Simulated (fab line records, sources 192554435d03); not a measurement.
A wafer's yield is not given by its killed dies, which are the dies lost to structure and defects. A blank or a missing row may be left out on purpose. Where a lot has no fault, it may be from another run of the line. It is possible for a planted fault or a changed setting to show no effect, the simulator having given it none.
A lot that was struck, set against a sound lot || flow n5 finfet || 15 out of 1938 route steps
Sound: these wafers, L502.1, L502.4, L502.6. Wafers struck: L517.2, L517.4, L517.6. The cause comes at the end.
Per side, at each step with rows, come the tool, then ch with its chambers, and then its first start. Under that, the readings that differ: sound wafers || struck wafers || difference of the means || sigmas: that difference in standard deviations of wafers without a fault.
alike: same words and numbers on both sides, and readings whose means sit less than 2 such deviations apart. not compared: any withheld reading, any reading some wafer has no value for, any bound like >300 that may hide the same value, and any number with overlapping values for which the record gives no deviation.
Wherever a step has rows on one side only, a row that says differs or no value, or a row with sigmas, the two part there. Numbers that have no deviation but don't overlap get no sigmas and don't part them. A reading that every wafer of one side lacks parts them only if that side has two wafers or more.

N5_GATE_CUT_CMP_61: polishes, stops on SiNx, t overpolish 3 s.
  sound on cmp-01 ch 0,1,2, day 4 23:07; struck on cmp-02 ch 1,2, day 8 16:41
  alike: head pressure psi, motor current A, slurry flow ml min
  not compared: pad life wafers
N5_GATE_CUT_INSPECT_26: inspects for defects (darkfield).
  sound: defect inspect-02 at day 4 23:20; struck: defect inspect-01 at day 8 16:55
  alike: raw defect count
then, 9 steps without rows for these wafers: N5_MOL_CONTACT_COAG_COAT_103 (time 60 s, resist thk 80 nm); N5_MOL_CONTACT_COAG_COAT_104 (time 60 s, resist thk 12 nm); N5_MOL_CONTACT_COAG_COAT_58 (time 60 s, resist thk 10 nm); N5_MOL_CONTACT_COAG_COAT_02 (resist thk 30 nm); N5_MOL_CONTACT_COAG_EBR_04; N5_MOL_CONTACT_COAG_SOFTBAKE_03 (time 60 s); N5_MOL_CONTACT_COAG_EXPOSE_05 (exposes mask CA, defocus 0 nm); N5_MOL_CONTACT_COAG_PEB_06 (peb time 60 s); N5_MOL_CONTACT_COAG_DEVELOP_07 (develop time 30 s).
N5_MOL_CONTACT_COAG_CD_MEAS_08: target cd 28 nm.
  sound on cd sem-03 ch 0, day 4 23:46; struck on cd sem-03 ch 0, day 8 17:13
{"reading": "cd nm (nm)", "sound": "28.24 27.82 28.03", "struck": "29.34 29.24 29.63", "difference": "+1.37", "sigmas": "+5"}
N5_MOL_CONTACT_COAG_OVL_MEAS_09:
  sound on overlay-02 ch 0, day 4 23:47; struck on overlay-02 ch 0, day 8 17:16
  alike: CA_OVL
-- here the record skips 5 days between the struck wafers' starts before and after, leaving off in module MOL_CONTACT_COAG and picking up in module BEOL_M4 (first step shown: number 1111 of the route) --
N5_BEOL_M4_RC_MEAS_101:
  sound on prober-02 ch 0, day 9 11:40; struck on prober-01 ch 0, day 13 14:06
  alike: DIBL_N, DIBL_P, IOFF_N, IOFF_P, ION_N, ION_P, SS_N, SS_P, VT_N, VT_P
-- a jump in the record: the struck wafers' starts before and after are 5 days apart (it breaks off in module BEOL_M4 and resumes in module PASSIVATION, where the first step shown is number 1936 of the route) --
N5_PASSIVATION_PROBE_49:
  only the struck wafers here have rows in the record (prober-02, day 18 06:31); the sound ones have none

## WHERE THEY PART
At N5_MOL_CONTACT_COAG_CD_MEAS_08 first; at N5_PASSIVATION_PROBE_49 last (within this record only).

WHY: what had been put in by the simulator
Metrology matching offset: cd sem-03, from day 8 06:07 on, at N5_MOL_CONTACT_COAG_CD_MEAS_08. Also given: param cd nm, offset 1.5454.
